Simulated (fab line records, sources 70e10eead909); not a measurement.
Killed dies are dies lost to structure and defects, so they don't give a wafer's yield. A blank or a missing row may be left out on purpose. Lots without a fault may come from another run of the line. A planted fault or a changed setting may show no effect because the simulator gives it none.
Chamber matching | flow nand_harc | NHARC_A_STAIRCASE_STRIP_476 on rie_diel-01: 4 sister chambers
The step strips in O2, time 20 s. 4 wafers are shown with their chamber, then 8 later ones without.

WAFERS WITH THEIR CHAMBER
wafer  | chamber | showerhead_plenum_p_Torr (Torr)
L081.1 | 0       | 3.38
L081.4 | 1       | 3.56
L083.5 | 2       | 3.41
L085.1 | 3       | 3.60

WAFERS WITHOUT THEIR CHAMBER
wafer  | showerhead_plenum_p_Torr (Torr)
L085.5 | 3.40
L085.6 | 3.60
L087.2 | 3.55
L087.4 | 3.37
L087.6 | 3.37
L093.2 | 3.54
L093.3 | 3.36
L093.6 | 3.58

WHICH CHAMBER EACH WENT THROUGH
wafer  | from the rows above     | in truth
L085.5 | can't be placed: 2 or 0 | 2
L085.6 | 3                       | 3
L087.2 | 1                       | 1
L087.4 | 0                       | 0
L087.6 | 0                       | 0
L093.2 | 1                       | 1
L093.3 | 0                       | 0
L093.6 | can't be placed: 1 or 3 | 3
Placed correctly: 6 of 8. Can't be placed from these rows: 2 (the true chamber is among the candidates in 2). Placed wrongly: 0.
How it was worked out, from the rows above alone: a wafer's distance from a chamber is the root of the sum, over the readings, of the square of ((its reading less the chamber's mean) divided by the reading's scatter). The wafer belongs to the nearest chamber; if the next one is less than 2 further off, it can't be placed. A chamber's mean is the mean of its shown wafers. The scatter: with one shown wafer a chamber, the root of the mean of the squares of how far each hidden wafer lies from its nearest shown one.
